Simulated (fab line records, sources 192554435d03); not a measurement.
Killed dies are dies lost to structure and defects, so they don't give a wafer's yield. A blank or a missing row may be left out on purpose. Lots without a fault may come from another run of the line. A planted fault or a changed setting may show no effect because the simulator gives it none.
Chamber matching | flow n5_finfet | N5_PMOS_HMC_CHANNEL_EPI_HM_DEP_34 on pecvd-02: 3 sister chambers
The step deposits SiO2 from TEOS/O2, target thk 36 nm, time 6.9 s. 18 wafers are shown with their chamber, then 9 later ones without.

WAFERS WITH THEIR CHAMBER
wafer  | chamber | throttle_valve_pct (%) | showerhead_plenum_p_Torr (Torr) | heater_power_w (W)
L905.3 | 2       | 18.6                   | 8.313                           | 426
L905.5 | 0       | 18.0                   | 8.301                           | 490
L905.6 | 1       | 19.6                   | 8.323                           | 554
L907.3 | 0       | 18.1                   | 8.333                           | 477
L907.4 | 1       | 19.4                   | 8.357                           | 558
L907.6 | 0       | 18.2                   | 8.323                           | 482
L910.1 | 1       | 19.4                   | 8.370                           | 476
L910.3 | 1       | 19.5                   | 8.357                           | 491
L910.5 | 0       | 18.3                   | 8.307                           | 569
L911.1 | 0       | 18.0                   | 8.319                           | 478
L911.2 | 2       | 17.2                   | 8.306                           | 502
L911.4 | 1       | 19.6                   | 8.336                           | 558
L912.2 | 0       | 18.2                   | 8.313                           | 598
L912.5 | 1       | 19.5                   | 8.336                           | 561
L912.6 | 2       | 17.2                   | 8.319                           | 499
L915.3 | 1       | 19.7                   | 8.351                           | 532
L915.4 | 1       | 19.4                   | 8.354                           | 543
L915.6 | 0       | 18.3                   | 8.323                           | 509

SIGNATURES (means of the wafers above)
reading                  | chamber 0 | chamber 1 | chamber 2 | scatter within a chamber
throttle_valve_pct       | 18.157    | 19.512    | 17.667    | 0.315
showerhead_plenum_p_Torr | 8.31700   | 8.34800   | 8.31267   | 0.0126
heater_power_w           | 514.71    | 534.12    | 475.67    | 41.4
Rule: a wafer's distance from a chamber is the root of the sum, over the readings, of the square of ((its reading less the chamber's mean) divided by the reading's scatter). The wafer belongs to the nearest chamber; if the next one is less than 2 further off, it can't be placed. The scatter: the root of (the sum of the squares of (reading less its chamber's mean) over the shown wafers, divided by (wafers less chambers)).

WAFERS WITHOUT THEIR CHAMBER
wafer  | throttle_valve_pct (%) | showerhead_plenum_p_Torr (Torr) | heater_power_w (W)
L917.2 | 19.2                   | 8.360                           | 566
L917.3 | 17.2                   | 8.316                           | 432
L917.5 | 17.1                   | 8.321                           | 450
L920.1 | 18.2                   | 8.309                           | 597
L920.5 | 19.5                   | 8.337                           | 517
L920.6 | 17.3                   | 8.303                           | 507
L928.1 | 19.1                   | 8.338                           | 493
L928.3 | 17.2                   | 8.309                           | 513
L928.5 | 17.9                   | 8.302                           | 555

WHICH CHAMBER EACH WENT THROUGH
wafer  | from the rows above     | in truth
L917.2 | 1                       | 1
L917.3 | can't be placed: 2 or 0 | 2
L917.5 | can't be placed: 2 or 0 | 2
L920.1 | can't be placed: 0 or 2 | 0
L920.5 | 1                       | 1
L920.6 | can't be placed: 2 or 0 | 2
L928.1 | can't be placed: 1 or 0 | 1
L928.3 | can't be placed: 2 or 0 | 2
L928.5 | can't be placed: 0 or 2 | 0
Placed correctly: 2 of 9. Can't be placed from these rows: 7 (the true chamber is among the candidates in 7). Placed wrongly: 0.
